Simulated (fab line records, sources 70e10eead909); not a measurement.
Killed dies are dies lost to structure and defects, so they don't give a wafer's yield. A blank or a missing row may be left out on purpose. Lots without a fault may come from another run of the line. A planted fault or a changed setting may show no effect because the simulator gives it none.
Chamber matching | flow nand_harc | NHARC_P_M0_ETCH_34 on rie_diel-12: 4 sister chambers
The step etches the open film in N2/H2, target depth 40 nm, overetch 12 nm, time 43.94 s. 24 wafers are shown with their chamber, then 12 later ones without.

WAFERS WITH THEIR CHAMBER
wafer  | chamber | drypump_motor_current_A (A) | showerhead_plenum_p_Torr (Torr) | rf_vpp_V (V)
L074.1 | 1       | 6.3                         | 2.07                            | 432.8
L074.3 | 0       | 5.8                         | 2.09                            | 430.9
L074.4 | 2       | 5.2                         | 2.04                            | 431.1
L075.3 | 0       | 5.8                         | 2.09                            | 431.1
L075.4 | 2       | 5.2                         | 2.04                            | 430.9
L075.6 | 1       | 6.3                         | 2.07                            | 432.6
L080.1 | 2       | 5.2                         | 2.03                            | 430.9
L080.3 | 1       | 6.3                         | 2.07                            | 431.8
L080.6 | 0       | 5.8                         | 2.09                            | 431.4
L083.2 | 2       | 5.2                         | 2.03                            | 431.0
L083.4 | 1       | 6.3                         | 2.06                            | 431.4
L083.5 | 3       | 5.8                         | 1.91                            | 427.2
L084.1 | 1       | 6.3                         | 2.06                            | 431.5
L084.3 | 2       | 5.2                         | 2.03                            | 429.9
L084.4 | 3       | 5.8                         | 1.91                            | 427.4
L085.2 | 0       | 5.8                         | 2.09                            | 433.8
L085.3 | 3       | 5.8                         | 1.91                            | 426.1
L085.4 | 1       | 6.2                         | 2.06                            | 430.3
L089.2 | 3       | 5.8                         | 1.91                            | 427.7
L089.5 | 0       | 5.8                         | 2.08                            | 432.5
L089.6 | 1       | 6.2                         | 2.06                            | 429.6
L092.3 | 3       | 5.8                         | 1.91                            | 426.0
L092.5 | 2       | 5.2                         | 2.03                            | 429.7
L092.6 | 1       | 6.3                         | 2.06                            | 430.1

SIGNATURES (means of the wafers above)
reading                  | chamber 0 | chamber 1 | chamber 2 | chamber 3 | scatter within a chamber
drypump_motor_current_A  | 5.800     | 6.275     | 5.200     | 5.800     | 0.0274
showerhead_plenum_p_Torr | 2.0880    | 2.0637    | 2.0333    | 1.9100    | 0.00448
rf_vpp_V                 | 431.940   | 431.262   | 430.583   | 426.880   | 0.993
Rule: a wafer's distance from a chamber is the root of the sum, over the readings, of the square of ((its reading less the chamber's mean) divided by the reading's scatter). The wafer belongs to the nearest chamber; if the next one is less than 2 further off, it can't be placed. The scatter: the root of (the sum of the squares of (reading less its chamber's mean) over the shown wafers, divided by (wafers less chambers)).

WAFERS WITHOUT THEIR CHAMBER
wafer  | drypump_motor_current_A (A) | showerhead_plenum_p_Torr (Torr) | rf_vpp_V (V)
L094.1 | 5.8                         | 1.90                            | 426.4
L094.2 | 5.2                         | 2.03                            | 429.0
L094.3 | 5.8                         | 2.08                            | 431.6
L096.2 | 6.2                         | 2.06                            | 432.4
L096.4 | 5.8                         | 2.08                            | 432.2
L096.5 | 6.2                         | 2.06                            | 431.6
L095.2 | 5.2                         | 2.03                            | 429.2
L095.4 | 5.8                         | 2.08                            | 433.1
L095.5 | 5.2                         | 2.03                            | 428.8
L097.1 | 5.8                         | 1.90                            | 427.4
L097.5 | 6.3                         | 2.06                            | 430.8
L097.6 | 5.8                         | 2.08                            | 431.2

WHICH CHAMBER EACH WENT THROUGH
wafer  | from the rows above | in truth
L094.1 | 3                   | 3
L094.2 | 2                   | 2
L094.3 | 0                   | 0
L096.2 | 1                   | 1
L096.4 | 0                   | 0
L096.5 | 1                   | 1
L095.2 | 2                   | 2
L095.4 | 0                   | 0
L095.5 | 2                   | 2
L097.1 | 3                   | 3
L097.5 | 1                   | 1
L097.6 | 0                   | 0
Placed correctly: 12 of 12. Can't be placed from these rows: 0. Placed wrongly: 0.
